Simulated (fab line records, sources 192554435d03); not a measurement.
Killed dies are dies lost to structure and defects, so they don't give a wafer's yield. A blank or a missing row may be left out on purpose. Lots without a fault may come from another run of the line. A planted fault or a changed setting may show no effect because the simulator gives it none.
Chamber matching | flow n5_finfet | N5_HKMG_FIN_PWFM_ALD_03 on ald_metal-03: 4 sister chambers
The step deposits TiN, target thk 2 nm, pulse time 1 s, purge time 3 s. 4 wafers are shown with their chamber, then 7 later ones without.

WAFERS WITH THEIR CHAMBER
wafer  | chamber | heater_power_w (W)
L083.2 | 1       | 992
L086.6 | 3       | 993
L089.3 | 0       | 978
L089.4 | 2       | 944

WAFERS WITHOUT THEIR CHAMBER
wafer  | heater_power_w (W)
L089.5 | 1030
L090.2 | 974
L090.3 | 934
L090.4 | 987
L097.1 | 988
L097.3 | 992
L097.6 | 1040

WHICH CHAMBER EACH WENT THROUGH
wafer  | from the rows above               | in truth
L089.5 | can't be placed: 3 or 1 or 0      | 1
L090.2 | can't be placed: 0 or 1 or 3 or 2 | 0
L090.3 | can't be placed: 2 or 0           | 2
L090.4 | can't be placed: 1 or 3 or 0 or 2 | 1
L097.1 | can't be placed: 1 or 3 or 0 or 2 | 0
L097.3 | can't be placed: 1 or 3 or 0      | 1
L097.6 | can't be placed: 3 or 1 or 0      | 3
Placed correctly: 0 of 7. Can't be placed from these rows: 7 (the true chamber is among the candidates in 7). Placed wrongly: 0.
How it was worked out, from the rows above alone: a wafer's distance from a chamber is the root of the sum, over the readings, of the square of ((its reading less the chamber's mean) divided by the reading's scatter). The wafer belongs to the nearest chamber; if the next one is less than 2 further off, it can't be placed. A chamber's mean is the mean of its shown wafers. The scatter: with one shown wafer a chamber, the root of the mean of the squares of how far each hidden wafer lies from its nearest shown one.
